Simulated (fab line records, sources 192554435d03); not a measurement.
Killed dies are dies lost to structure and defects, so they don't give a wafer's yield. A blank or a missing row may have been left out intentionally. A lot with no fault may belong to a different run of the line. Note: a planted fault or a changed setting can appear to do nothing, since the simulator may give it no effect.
fab line records ; flow n5-finfet
[record] lots = 7; wafers = 39
route steps=1938 shown WELL_APT@39 PMOS_HMC_CHANNEL_EPI@78 DUMMY_GATE@246 SD_EPI_N@288 SD_ACTIVATION@330 HKMG_FIN@406
start-h: start of the lot's first displayed wafer, in hours after the record's first day ; wait-h: hours from the lot's prior step to this one ; " same as the row above ; L1.1+2: several wafers, shown together as one row ; - no value present, or no start provided ; * or withheld: withheld ; < > ~ a bound
route shown NAME@n: NAME is a module with steps in the file, n the number in the route of the first one ; usual: mean/standard deviation of fault-free wafers ; same: alike in all rows ; chamber/n: place in a boat ; sites: the reading at each site ; _std_site: standard deviation across them ; _edge_site: the outer-site mean with the inner-site mean subtracted ; radius-mm: how far each site lies from the wafer's centre ; mask NAME#n: copy n ; behind: the tool/chamber that last shaped the wafer ; hold: what put the lot on hold/how long, in hours/how the hold closed ; device: the transistor (n, p or np) that didn't switch ; end of line: tests run on the same wafers once the route is complete ; a step with no rows: only its recipe ; killed: count of dies lost to structure and defects at first sort (not the wafer's yield) ; map: a wafer's dies, marking killed ones x, the rest . and places with no die _
set.NAME: the setting the step ran with; set.NAME@STEP: the setting that earlier step ran with ; model.NAME: the simulator's own value behind a step, which no gauge read
lots whose settings were changed on purpose; a table a step, a row a wafer
[[steps]]
[step N5_WELL_APT_EXPOSE_22]
[recipe] mask-id = PWELL; na = 0.8; source-shape = conventional; sigma-outer = 0.8; polarization = unpolarized; defocus-nm = 0; target-cd-nm = 200; dose-mj = 23.2
lot.wafer;tool;chamber;start-h;wait-h;mask;set.dose-mj
L076.1+4+6;krf-scanner-02;0;26.79;-;PWELL#0;23.2
L076.2+3+5;krf-scanner-02;0;26.79;-;PWELL#0;21.67
L081.2+3+4;krf-scanner-02;0;56.81;-;PWELL#0;23.2
L082.1+3+5;krf-scanner-01;0;63.26;-;PWELL#0;23.2
L082.2+4+6;krf-scanner-01;0;63.26;-;PWELL#0;24.69
L091.1+2+5;krf-scanner-02;0;116.77;-;PWELL#0;22.05
L091.3+4+6;krf-scanner-02;0;116.77;-;PWELL#0;23.2
L093.1+2+6;krf-scanner-01;0;128.76;-;PWELL#0;25.02
L093.3+4+5;krf-scanner-01;0;128.76;-;PWELL#0;23.2
L096.1+3+6;krf-scanner-01;0;146.64;-;PWELL#0;23.2
L096.2+4+5;krf-scanner-01;0;146.64;-;PWELL#0;22.05
L097.1+2+5;krf-scanner-01;0;152.52;-;PWELL#0;21.96
L097.3+4+6;krf-scanner-01;0;152.52;-;PWELL#0;23.2
[step N5_WELL_APT_PEB_23]
[recipe] peb-temp-c = 130; peb-time-s = 90
[step N5_WELL_APT_DEVELOP_24]
[recipe] develop-time-s = 45; rinse-liquid = surfactant-rinse; dry = air-spin; dev-temp-c = 21
[step N5_WELL_APT_HARDBAKE_29]
[recipe] temp-c = 130; time-s = 120
[step N5_WELL_APT_CD_MEAS_25]
[recipe] target-cd-nm = 200; landing-energy-ev = 500; detector = se-inlens
[usual] cd-nm = 200.6/2
lot.wafer;tool;chamber;start-h;wait-h;set.dose-mj@WELL_APT_EXPOSE_22;cd-nm
L076.1;cd-sem-01;0;26.96;-;23.2;199.4
L076.2;cd-sem-01;0;26.96;-;21.67;189.9
L076.3;cd-sem-01;0;26.96;-;21.67;189.7
L076.4;cd-sem-01;0;26.96;-;23.2;199.6
L076.5;cd-sem-01;0;26.96;-;21.67;187.8
L076.6;cd-sem-01;0;26.96;-;23.2;202.4
L081.2;cd-sem-02;0;56.97;-;23.2;199.9
L081.3;cd-sem-02;0;56.97;-;23.2;201.1
L081.4;cd-sem-02;0;56.97;-;23.2;198.6
L082.1;cd-sem-01;0;63.44;-;23.2;200.9
L082.2;cd-sem-01;0;63.44;-;24.69;209.7
L082.3;cd-sem-01;0;63.44;-;23.2;198.9
L082.4;cd-sem-01;0;63.44;-;24.69;213.0
L082.5;cd-sem-01;0;63.44;-;23.2;198.9
L082.6;cd-sem-01;0;63.44;-;24.69;210.8
L091.1;cd-sem-01;0;116.94;-;22.05;188.9
L091.2;cd-sem-01;0;116.94;-;22.05;190.9
L091.3;cd-sem-01;0;116.94;-;23.2;201.1
L091.4;cd-sem-01;0;116.94;-;23.2;198.7
L091.5;cd-sem-01;0;116.94;-;22.05;191.4
L091.6;cd-sem-01;0;116.94;-;23.2;198.9
L093.1;cd-sem-02;0;128.93;-;25.02;217.3
L093.2;cd-sem-02;0;128.93;-;25.02;215.3
L093.3;cd-sem-02;0;128.93;-;23.2;199.2
L093.4;cd-sem-02;0;128.93;-;23.2;199.6
L093.5;cd-sem-02;0;128.93;-;23.2;200.2
L093.6;cd-sem-02;0;128.93;-;25.02;212.0
L096.1;cd-sem-03;0;146.81;-;23.2;200.7
L096.2;cd-sem-03;0;146.81;-;22.05;192.7
L096.3;cd-sem-03;0;146.81;-;23.2;200.6
L096.4;cd-sem-03;0;146.81;-;22.05;190.4
L096.5;cd-sem-03;0;146.81;-;22.05;189.2
L096.6;cd-sem-03;0;146.81;-;23.2;200.3
L097.1;cd-sem-01;0;152.69;-;21.96;188.1
L097.2;cd-sem-01;0;152.69;-;21.96;186.4
L097.3;cd-sem-01;0;152.69;-;23.2;201.3
L097.4;cd-sem-01;0;152.69;-;23.2;199.1
L097.5;cd-sem-01;0;152.69;-;21.96;189.4
L097.6;cd-sem-01;0;152.69;-;23.2;201.1
[step N5_WELL_APT_DESCUM_30]
[recipe] chemistry = O2; time-s = 7.9; source-power-w = 50; bias-power-w = 20; pressure-mtorr = 20; rf-frequency-hz = 2.712e+07; temp-c = 40; o2-flow-sccm = 225
lot.wafer;tool;chamber;start-h;wait-h;set.dose-mj@WELL_APT_EXPOSE_22;model.WELL_APT.cd-nm
L076.1;rie-diel-04;1;27.05;0.0;23.2;199.4
L076.2+3;rie-diel-04;0,3;27.05;0.0;21.67;189.8
L076.4;rie-diel-04;2;27.05;0.0;23.2;199.8
L076.5;rie-diel-04;0;27.05;0.0;21.67;187.8
L076.6;rie-diel-04;1;27.05;0.0;23.2;202.6
L081.2;rie-diel-04;1;57.06;0.0;23.2;200.3
L081.3;rie-diel-04;0;57.06;0.0;23.2;201.1
L081.4;rie-diel-04;2;57.06;0.0;23.2;198.7
L082.1;rie-diel-02;3;63.55;0.1;23.2;200.7
L082.2;rie-diel-02;1;63.55;0.1;24.69;209.6
L082.3;rie-diel-02;2;63.55;0.1;23.2;198.9
L082.4;rie-diel-02;1;63.55;0.1;24.69;213
L082.5;rie-diel-02;3;63.55;0.1;23.2;198.7
L082.6;rie-diel-02;2;63.55;0.1;24.69;211
L091.1;rie-diel-02;1;117.03;0.0;22.05;189.5
L091.2;rie-diel-02;0;117.03;0.0;22.05;190.8
L091.3;rie-diel-02;2;117.03;0.0;23.2;201.2
L091.4;rie-diel-02;3;117.03;0.0;23.2;198.7
L091.5;rie-diel-02;2;117.03;0.0;22.05;191.4
L091.6;rie-diel-02;3;117.03;0.0;23.2;198.5
L093.1;rie-diel-01;2;129.02;0.0;25.02;217.3
L093.2;rie-diel-01;0;129.02;0.0;25.02;215.3
L093.3;rie-diel-01;3;129.02;0.0;23.2;198.8
L093.4;rie-diel-01;1;129.02;0.0;23.2;199.5
L093.5;rie-diel-01;3;129.02;0.0;23.2;200
L093.6;rie-diel-01;2;129.02;0.0;25.02;211.8
L096.1+3;rie-diel-01;2,3;146.90;0.0;23.2;200.8
L096.2;rie-diel-01;0;146.90;0.0;22.05;192.5
L096.4;rie-diel-01;1;146.90;0.0;22.05;190.7
L096.5;rie-diel-01;1;146.90;0.0;22.05;189.5
L096.6;rie-diel-01;0;146.90;0.0;23.2;200
L097.1;rie-diel-02;2;153.15;0.4;21.96;187.6
L097.2;rie-diel-02;0;153.15;0.4;21.96;186.8
L097.3;rie-diel-02;3;153.15;0.4;23.2;201.2
L097.4;rie-diel-02;1;153.15;0.4;23.2;199.3
L097.5;rie-diel-02;3;153.15;0.4;21.96;189.1
L097.6;rie-diel-02;0;153.15;0.4;23.2;201.1
[step N5_PMOS_HMC_CHANNEL_EPI_EPI_20]
[recipe] material = SiGe30; mask-material = SiO2; pressure-torr = 20; target-thk-a = 590; temp-c = 600
lot.wafer;tool;chamber;start-h;wait-h;set.temp-c;model.SiGe30_of_PMOS_HMC_CHANNEL_EPI_EPI_20.thk-nm
L076.1;epi-rpcvd-04;0;29.76;0.0;600;59.96
L076.2;epi-rpcvd-04;0;29.76;0.0;600;58.96
L076.3;epi-rpcvd-04;0;29.76;0.0;600;59.74
L076.4;epi-rpcvd-04;0;29.76;0.0;600;59.88
L076.5;epi-rpcvd-04;0;29.76;0.0;600;59.46
L076.6;epi-rpcvd-04;0;29.76;0.0;600;59.1
L081.2;epi-rpcvd-03;0;60.34;0.2;600;58.56
L081.3;epi-rpcvd-03;0;60.34;0.2;600;59.11
L081.4;epi-rpcvd-03;0;60.34;0.2;600;58.47
L082.1;epi-rpcvd-03;0;66.33;0.0;600;59.41
L082.2;epi-rpcvd-03;0;66.33;0.0;600;59.17
L082.3;epi-rpcvd-03;0;66.33;0.0;600;59.2
L082.4;epi-rpcvd-03;0;66.33;0.0;595.6;54.14
L082.5;epi-rpcvd-03;0;66.33;0.0;595.6;54.9
L082.6;epi-rpcvd-03;0;66.33;0.0;595.6;55.19
L091.1;epi-rpcvd-03;0;120.03;0.0;600;59.33
L091.2;epi-rpcvd-03;0;120.03;0.0;604;63.66
L091.3;epi-rpcvd-03;0;120.03;0.0;604;64.92
L091.4;epi-rpcvd-03;0;120.03;0.0;600;59.28
L091.5;epi-rpcvd-03;0;120.03;0.0;600;59.19
L091.6;epi-rpcvd-03;0;120.03;0.0;604;63.76
L093.1;epi-rpcvd-03;0;131.81;0.0;600;60.16
L093.2;epi-rpcvd-03;0;131.81;0.0;600;60.05
L093.3;epi-rpcvd-03;0;131.81;0.0;600;59.85
L093.4;epi-rpcvd-03;0;131.81;0.0;593.8;54.28
L093.5;epi-rpcvd-03;0;131.81;0.0;593.8;53.38
L093.6;epi-rpcvd-03;0;131.81;0.0;593.8;53.29
L096.1;epi-rpcvd-04;0;150.26;0.0;600;57.99
L096.2;epi-rpcvd-04;0;150.26;0.0;605.8;64.6
L096.3;epi-rpcvd-04;0;150.26;0.0;605.8;64.05
L096.4;epi-rpcvd-04;0;150.26;0.0;600;58.41
L096.5;epi-rpcvd-04;0;150.26;0.0;600;58.86
L096.6;epi-rpcvd-04;0;150.26;0.0;605.8;65.14
L097.1;epi-rpcvd-01;0;155.95;0.0;604.2;64.8
L097.2;epi-rpcvd-01;0;155.95;0.0;600;59.9
L097.3;epi-rpcvd-01;0;155.95;0.0;604.2;64.6
L097.4;epi-rpcvd-01;0;155.95;0.0;600;59.5
L097.5;epi-rpcvd-01;0;155.95;0.0;604.2;64.58
L097.6;epi-rpcvd-01;0;155.95;0.0;600;58.93
[step N5_DUMMY_GATE_ETCH_32]
[recipe] chemistry = CF4; target = SiO2; target-depth-a = 35; time-s = 3.9; ion-energy-ev = 350; pressure-mtorr = 10; icp-w = 800; bias-w = 400; cf4-flow-sccm = 80
lot.wafer;tool;chamber;start-h;wait-h;set.time-s;model.etch.depth-nm
L076.1;rie-si-04;1;60.96;0.1;3.9;3.572
L076.2;rie-si-04;3;60.96;0.1;3.9;3.439
L076.3;rie-si-04;2;60.96;0.1;3.9;3.454
L076.4;rie-si-04;0;60.96;0.1;3.9;3.38
L076.5;rie-si-04;1;60.96;0.1;3.9;3.575
L076.6;rie-si-04;0;60.96;0.1;3.9;3.39
L081.2;rie-si-06;1;89.77;0.1;3.9;3.425
L081.3;rie-si-06;3;89.77;0.1;3.9;3.349
L081.4;rie-si-06;0;89.77;0.1;3.9;3.531
L082.1;rie-si-04;2;94.26;0.1;3.9;3.418
L082.2;rie-si-04;0;94.26;0.1;3.9;3.387
L082.3;rie-si-04;1;94.26;0.1;3.9;3.602
L082.4;rie-si-04;3;94.26;0.1;3.9;3.439
L082.5;rie-si-04;1;94.26;0.1;3.9;3.571
L082.6;rie-si-04;2;94.26;0.1;3.9;3.444
L091.1;rie-si-04;1;148.27;0.1;3.9;3.598
L091.2;rie-si-04;2;148.27;0.1;3.9;3.439
L091.3;rie-si-04;3;148.27;0.1;3.9;3.485
L091.4;rie-si-04;0;148.27;0.1;3.9;3.419
L091.5;rie-si-04;1;148.27;0.1;3.9;3.595
L091.6;rie-si-04;2;148.27;0.1;3.9;3.429
L093.1;rie-si-04;1;161.17;0.1;3.228;3
L093.2;rie-si-04;2;161.17;0.1;3.9;3.411
L093.3;rie-si-04;0;161.17;0.1;3.9;3.436
L093.4;rie-si-04;3;161.17;0.1;3.9;3.444
L093.5;rie-si-04;1;161.17;0.1;3.228;2.957
L093.6;rie-si-04;0;161.17;0.1;3.228;2.844
L096.1;rie-si-06;0;180.73;0.1;3.9;3.564
L096.2;rie-si-06;2;180.73;0.1;3.9;3.484
L096.3;rie-si-06;1;180.73;0.1;3.9;3.491
L096.4;rie-si-06;3;180.73;0.1;3.9;3.378
L096.5;rie-si-06;3;180.73;0.1;3.9;3.37
L096.6;rie-si-06;2;180.73;0.1;3.9;3.483
L097.1;rie-si-06;1;186.10;0.1;3.9;3.46
L097.2;rie-si-06;2;186.10;0.1;3.9;3.492
L097.3;rie-si-06;3;186.10;0.1;3.135;2.702
L097.4;rie-si-06;0;186.10;0.1;3.135;2.859
L097.5;rie-si-06;1;186.10;0.1;3.135;2.779
L097.6;rie-si-06;0;186.10;0.1;3.9;3.571
[step N5_SD_EPI_N_EPI_21]
[recipe] material = Si:P; dopant = P; temp-c = 680; pressure-torr = 255; time-s = 690
lot.wafer;tool;chamber;start-h;wait-h;set.time-s;model.Si-P_of_SD_EPI_N_EPI_21.thk-nm
L076.1+2;epi-rpcvd-02;0;64.48;0.1;690;58.4
L076.3+5;epi-rpcvd-02;0;64.48;0.1;690;57.8
L076.4;epi-rpcvd-02;0;64.48;0.1;690;57.4
L076.6;epi-rpcvd-02;0;64.48;0.1;690;58.6
L081.2;epi-rpcvd-02;0;93.31;0.4;690;59
L081.3;epi-rpcvd-02;0;93.31;0.4;690;58.4
L081.4;epi-rpcvd-02;0;93.31;0.4;690;58.6
L082.1;epi-rpcvd-03;0;100.89;0.1;690;59
L082.2+5;epi-rpcvd-03;0;100.89;0.1;690;58.6
L082.3+4;epi-rpcvd-03;0;100.89;0.1;690;57.6
L082.6;epi-rpcvd-03;0;100.89;0.1;690;57.8
L091.1;epi-rpcvd-02;0;151.52;0.1;812.3;66.2
L091.2+3;epi-rpcvd-02;0;151.52;0.1;690;59
L091.4;epi-rpcvd-02;0;151.52;0.1;812.3;66.6
L091.5;epi-rpcvd-02;0;151.52;0.1;690;59.4
L091.6;epi-rpcvd-02;0;151.52;0.1;812.3;66.4
L093.1;epi-rpcvd-01;0;164.30;0.1;603.4;54.2
L093.2;epi-rpcvd-01;0;164.30;0.1;603.4;53.8
L093.3;epi-rpcvd-01;0;164.30;0.1;690;59.2
L093.4;epi-rpcvd-01;0;164.30;0.1;690;59.4
L093.5;epi-rpcvd-01;0;164.30;0.1;603.4;54.6
L093.6;epi-rpcvd-01;0;164.30;0.1;690;59
L096.1;epi-rpcvd-01;0;186.83;0.1;690;58.2
L096.2;epi-rpcvd-01;0;186.83;0.1;690;58
L096.3;epi-rpcvd-01;0;186.83;0.1;743.8;61
L096.4;epi-rpcvd-01;0;186.83;0.1;743.8;61.4
L096.5;epi-rpcvd-01;0;186.83;0.1;690;59.2
L096.6;epi-rpcvd-01;0;186.83;0.1;743.8;62.6
L097.1+4;epi-rpcvd-03;0;190.05;0.1;690;59.6
L097.2;epi-rpcvd-03;0;190.05;0.1;690;59.4
L097.3+6;epi-rpcvd-03;0;190.05;0.1;690;59.8
L097.5;epi-rpcvd-03;0;190.05;0.1;690;59.2
[step N5_SD_EPI_N_EPI_MEAS_23]
[recipe] mode = xrd
[usual] thk-nm = 59.1/1.2
lot.wafer;tool;chamber;start-h;wait-h;set.time-s@SD_EPI_N_EPI_21;thk-nm
L076.1;film-metro-02;-;66.20;1.4;690;58.4
L076.2;film-metro-02;-;66.20;1.4;690;55.6
L076.3;film-metro-02;-;66.20;1.4;690;58.3
L076.4;film-metro-02;-;66.20;1.4;690;60.0
L076.5;film-metro-02;-;66.20;1.4;690;59.2
L076.6;film-metro-02;-;66.20;1.4;690;56.7
L081.2;film-metro-02;-;94.75;1.2;690;58.1
L081.3;film-metro-02;-;94.75;1.2;690;58.6
L081.4;film-metro-02;-;94.75;1.2;690;59.2
L082.1;film-metro-02;-;102.61;1.4;690;61.0
L082.2;film-metro-02;-;102.61;1.4;690;58.5
L082.3;film-metro-02;-;102.61;1.4;690;58.0
L082.4;film-metro-02;-;102.61;1.4;690;57.7
L082.5;film-metro-02;-;102.61;1.4;690;58.5
L082.6;film-metro-02;-;102.61;1.4;690;58.1
L091.1;film-metro-01;-;153.24;1.4;812.3;65.8
L091.2;film-metro-01;-;153.24;1.4;690;59.8
L091.3;film-metro-01;-;153.24;1.4;690;57.2
L091.4;film-metro-01;-;153.24;1.4;812.3;67.2
L091.5;film-metro-01;-;153.24;1.4;690;59.9
L091.6;film-metro-01;-;153.24;1.4;812.3;66.0
L093.1;film-metro-01;-;166.01;1.5;603.4;54.4
L093.2;film-metro-01;-;166.01;1.5;603.4;53.7
L093.3;film-metro-01;-;166.01;1.5;690;58.1
L093.4;film-metro-01;-;166.01;1.5;690;59.0
L093.5;film-metro-01;-;166.01;1.5;603.4;54.7
L093.6;film-metro-01;-;166.01;1.5;690;59.2
L096.1;film-metro-02;-;188.55;1.4;690;57.4
L096.2;film-metro-02;-;188.55;1.4;690;57.7
L096.3;film-metro-02;-;188.55;1.4;743.8;61.8
L096.4;film-metro-02;-;188.55;1.4;743.8;61.8
L096.5;film-metro-02;-;188.55;1.4;690;59.4
L096.6;film-metro-02;-;188.55;1.4;743.8;61.7
L097.1;film-metro-02;-;191.76;1.4;690;59.8
L097.2;film-metro-02;-;191.76;1.4;690;59.7
L097.3;film-metro-02;-;191.76;1.4;690;60.3
L097.4;film-metro-02;-;191.76;1.4;690;57.4
L097.5;film-metro-02;-;191.76;1.4;690;58.6
L097.6;film-metro-02;-;191.76;1.4;690;60.3
[step N5_SD_EPI_N_PRECLEAN_24]
[recipe] chemistry = O3/DIW; time-s = 60; temp-c = 22; o3-ppm = 10
lot.wafer;tool;chamber;start-h;wait-h;set.time-s@SD_EPI_N_EPI_21;model.Si-P_of_SD_EPI_N_EPI_21.thk-nm
L076.1+2;wet-bench-03;7,0;66.24;0.0;690;58
L076.3+5;wet-bench-03;6,5;66.24;0.0;690;57.4
L076.4;wet-bench-03;2;66.24;0.0;690;57
L076.6;wet-bench-03;1;66.24;0.0;690;58.2
L081.2;wet-bench-03;1;94.78;0.0;690;58.6
L081.3;wet-bench-03;0;94.78;0.0;690;58
L081.4;wet-bench-03;4;94.78;0.0;690;58.2
L082.1;wet-bench-01;0;102.65;0.0;690;58.6
L082.2+5;wet-bench-01;6,7;102.65;0.0;690;58.2
L082.3+4;wet-bench-01;1,2;102.65;0.0;690;57.2
L082.6;wet-bench-01;3;102.65;0.0;690;57.4
L091.1;wet-bench-02;6;153.27;0.0;812.3;65.8
L091.2+3;wet-bench-02;4,1;153.27;0.0;690;58.6
L091.4+6;wet-bench-02;5,7;153.27;0.0;812.3;66
L091.5;wet-bench-02;0;153.27;0.0;690;59
L093.1;wet-bench-02;2;166.05;0.0;603.4;53.8
L093.2;wet-bench-02;6;166.05;0.0;603.4;53.4
L093.3;wet-bench-02;7;166.05;0.0;690;58.8
L093.4;wet-bench-02;3;166.05;0.0;690;59
L093.5;wet-bench-02;4;166.05;0.0;603.4;54.2
L093.6;wet-bench-02;5;166.05;0.0;690;58.6
L096.1;wet-bench-01;2;188.58;0.0;690;57.8
L096.2;wet-bench-01;6;188.58;0.0;690;57.6
L096.3;wet-bench-01;7;188.58;0.0;743.8;60.6
L096.4;wet-bench-01;5;188.58;0.0;743.8;61
L096.5;wet-bench-01;3;188.58;0.0;690;58.8
L096.6;wet-bench-01;4;188.58;0.0;743.8;62
L097.1+4;wet-bench-01;4,7;191.89;0.1;690;59.2
L097.2;wet-bench-01;0;191.89;0.1;690;59
L097.3+6;wet-bench-01;5,3;191.89;0.1;690;59.4
L097.5;wet-bench-01;6;191.89;0.1;690;58.8
[step N5_SD_EPI_N_SRD_25]
[recipe] time-s = 30; temp-c = 23; rinse-liquid = diw; dry = ipa-marangoni
[step N5_SD_EPI_N_PRECLEAN_49]
[recipe] chemistry = NF3:NH3; afs-cycles = 1; temp-c = 30; time-s = 20; sublimation-temp-c = 180; sublimation-time-s = 60; pressure-torr = 3; rf-power-w = 30
[step N5_SD_ACTIVATION_RTA_00]
[recipe] temp-c = 975; time-s = 0; ambient = N2; idle-temp-c = 600; ramp-up-c-per-s = 150; ramp-down-c-per-s = 60; cool-to-c = 600
[step N5_SD_ACTIVATION_LSA_01]
[recipe] temp-c = 1080; time-s = 0.0008; ambient = N2
[step N5_SD_ACTIVATION_RS_MEAS_03]
[recipe] thk-meas-gauge = four-point-probe
[usual] RS_SD_N = 21.9/0.31; RS_SD_P = 56.1/0.95
lot.wafer;tool;chamber;start-h;wait-h;set.time-s@SD_EPI_N_EPI_21;RS_SD_N[ohm/sq];RS_SD_P[ohm/sq]
L076.1;film-metro-02;-;71.74;0.2;690;22.3;56.5
L076.2;film-metro-02;-;71.74;0.2;690;22.4;56.2
L076.3;film-metro-02;-;71.74;0.2;690;22.5;57.4
L076.4;film-metro-02;-;71.74;0.2;690;22.5;57.4
L076.5;film-metro-02;-;71.74;0.2;690;22.5;56.7
L076.6;film-metro-02;-;71.74;0.2;690;22.1;57.3
L081.2;film-metro-02;-;100.48;0.2;690;21.9;55.6
L081.3;film-metro-02;-;100.48;0.2;690;22.0;54.8
L081.4;film-metro-02;-;100.48;0.2;690;22.0;55.0
L082.1;film-metro-02;-;109.00;0.2;690;22.0;56.9
L082.2;film-metro-02;-;109.00;0.2;690;21.8;57.1
L082.3;film-metro-02;-;109.00;0.2;690;22.3;57.1
L082.4;film-metro-02;-;109.00;0.2;690;22.5;57.6
L082.5;film-metro-02;-;109.00;0.2;690;22.1;57.1
L082.6;film-metro-02;-;109.00;0.2;690;22.3;56.5
L091.1;film-metro-02;-;158.43;0.2;812.3;19.5;55.2
L091.2;film-metro-02;-;158.43;0.2;690;22.0;55.5
L091.3;film-metro-02;-;158.43;0.2;690;22.2;56.3
L091.4;film-metro-02;-;158.43;0.2;812.3;19.5;54.4
L091.5;film-metro-02;-;158.43;0.2;690;21.8;54.6
L091.6;film-metro-02;-;158.43;0.2;812.3;19.7;55.4
L093.1;film-metro-02;-;171.42;0.2;603.4;23.9;55.5
L093.2;film-metro-02;-;171.42;0.2;603.4;23.9;55.5
L093.3;film-metro-02;-;171.42;0.2;690;21.7;54.6
L093.4;film-metro-02;-;171.42;0.2;690;21.5;54.9
L093.5;film-metro-02;-;171.42;0.2;603.4;23.8;54.9
L093.6;film-metro-02;-;171.42;0.2;690;21.9;56.2
L096.1;film-metro-02;-;193.81;0.2;690;22.2;55.3
L096.2;film-metro-02;-;193.81;0.2;690;22.5;55.2
L096.3;film-metro-02;-;193.81;0.2;743.8;21.1;55.5
L096.4;film-metro-02;-;193.81;0.2;743.8;21.1;55.7
L096.5;film-metro-02;-;193.81;0.2;690;21.9;56.0
L096.6;film-metro-02;-;193.81;0.2;743.8;20.5;55.9
L097.1;film-metro-02;-;197.06;0.2;690;21.2;57.3
L097.2;film-metro-02;-;197.06;0.2;690;21.7;57.8
L097.3;film-metro-02;-;197.06;0.2;690;21.2;58.0
L097.4;film-metro-02;-;197.06;0.2;690;21.5;56.9
L097.5;film-metro-02;-;197.06;0.2;690;21.8;56.8
L097.6;film-metro-02;-;197.06;0.2;690;21.4;58.1
[step N5_HKMG_FIN_ETCH_58]
[recipe] chemistry = N2/H2; target = SOC; target-depth-a = 2158; ion-energy-ev = 50; bias-w = 13; time-s = 741; pressure-mtorr = 30; source-w = 875; n2-flow-sccm = 200; h2-flow-sccm = 200
[usual] rf-vpp-V = 99.2/0.99
lot.wafer;tool;chamber;start-h;wait-h;set.bias-w;rf-vpp-V;model.SOC_of_HKMG_FIN_COAT_41.thk-nm
L076.1;rie-diel-02;0;84.69;0.0;13;100.1;82
L076.2;rie-diel-02;2;84.69;0.0;13;98.9;87.6
L076.3;rie-diel-02;3;84.69;0.0;11.03;88.5;100.2
L076.4;rie-diel-02;1;84.69;0.0;13;99.1;79.2
L076.5;rie-diel-02;3;84.69;0.0;11.03;88.8;101.4
L076.6;rie-diel-02;2;84.69;0.0;11.03;88.7;102.4
L081.2;rie-diel-02;3;114.29;0.0;13;100.0;85.4
L081.3;rie-diel-02;1;114.29;0.0;13;98.8;78.6
L081.4;rie-diel-02;0;114.29;0.0;13;100.4;78.8
L082.1;rie-diel-04;1;122.49;0.0;13;100.1;92.8
L082.2;rie-diel-04;2;122.49;0.0;13;97.5;86.6
L082.3;rie-diel-04;3;122.49;0.0;13;99.6;82
L082.4;rie-diel-04;2;122.49;0.0;13;97.1;85.6
L082.5;rie-diel-04;3;122.49;0.0;13;100.5;81.6
L082.6;rie-diel-04;1;122.49;0.0;13;99.2;92.4
L091.1;rie-diel-04;0;171.82;0.0;13;100.5;81.2
L091.2;rie-diel-04;1;171.82;0.0;13;99.0;91.4
L091.3;rie-diel-04;3;171.82;0.0;14.05;104.4;71.8
L091.4;rie-diel-04;2;171.82;0.0;13;98.9;82.6
L091.5;rie-diel-04;0;171.82;0.0;14.05;105.8;75.2
L091.6;rie-diel-04;3;171.82;0.0;14.05;102.6;70
L093.1;rie-diel-04;0;184.54;0.0;11.89;93.8;88.6
L093.2;rie-diel-04;3;184.54;0.0;13;99.2;80.2
L093.3;rie-diel-04;2;184.54;0.0;11.89;92.4;91.2
L093.4;rie-diel-04;0;184.54;0.0;11.89;94.5;88.8
L093.5;rie-diel-04;2;184.54;0.0;13;100.2;83.4
L093.6;rie-diel-04;3;184.54;0.0;13;100.0;80
L096.1;rie-diel-01;0;207.66;0.0;13;98.7;93
L096.2;rie-diel-01;2;207.66;0.0;13;99.3;84
L096.3;rie-diel-01;3;207.66;0.0;10.83;90.7;100
L096.4;rie-diel-01;2;207.66;0.0;13;99.9;83.4
L096.5;rie-diel-01;0;207.66;0.0;10.83;87.5;108.8
L096.6;rie-diel-01;3;207.66;0.0;10.83;88.4;99.4
L097.1;rie-diel-04;2;210.79;0.0;13;98.3;87.8
L097.2;rie-diel-04;0;210.79;0.0;13;100.0;83.6
L097.3;rie-diel-04;3;210.79;0.0;13;100.0;84.6
L097.4;rie-diel-04;3;210.79;0.0;13;100.6;83.8
L097.5;rie-diel-04;0;210.79;0.0;13;100.2;84.4
L097.6;rie-diel-04;2;210.79;0.0;13;98.1;87.6
[[key]]
[split] step = N5_WELL_APT_EXPOSE_22; setting = dose-mj; stated = 23.2; by = wafer
[response] step = N5_WELL_APT_CD_MEAS_25; reading = cd-nm; change = +1.92; per = 1%; r = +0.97
[response] step = N5_WELL_APT_DESCUM_30; reading = model.WELL_APT.cd-nm; change = +1.93; per = 1%; r = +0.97
[split] step = N5_PMOS_HMC_CHANNEL_EPI_EPI_20; setting = temp-c; stated = 600; by = wafer
[response] step = N5_PMOS_HMC_CHANNEL_EPI_EPI_20; reading = model.SiGe30_of_PMOS_HMC_CHANNEL_EPI_EPI_20.thk-nm; change = +6.55; per = 1%; r = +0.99
[split] step = N5_DUMMY_GATE_ETCH_32; setting = time-s; stated = 3.9; by = wafer
[response] step = N5_DUMMY_GATE_ETCH_32; reading = model.etch.depth-nm; change = +0.0335; per = 1%; r = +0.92
[split] step = N5_SD_EPI_N_EPI_21; setting = time-s; stated = 690; by = wafer
[response] step = N5_SD_EPI_N_EPI_21; reading = model.Si-P_of_SD_EPI_N_EPI_21.thk-nm; change = +0.407; per = 1%; r = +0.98
[response] step = N5_SD_EPI_N_EPI_MEAS_23; reading = thk-nm; change = *; per = 1%; r = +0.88
[response] step = N5_SD_EPI_N_PRECLEAN_24; reading = model.Si-P_of_SD_EPI_N_EPI_21.thk-nm; change = +0.403; per = 1%; r = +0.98
[response] step = N5_SD_ACTIVATION_RS_MEAS_03; reading = RS_SD_N; change = -0.151; per = 1%; r = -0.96
[split] step = N5_HKMG_FIN_ETCH_58; setting = bias-w; stated = 13; by = wafer
[response] step = N5_HKMG_FIN_ETCH_58; reading = rf-vpp-V; change = +0.661; per = 1%; r = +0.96
[response] step = N5_HKMG_FIN_ETCH_58; reading = model.SOC_of_HKMG_FIN_COAT_41.thk-nm; change = -1.11; per = 1%; r = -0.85
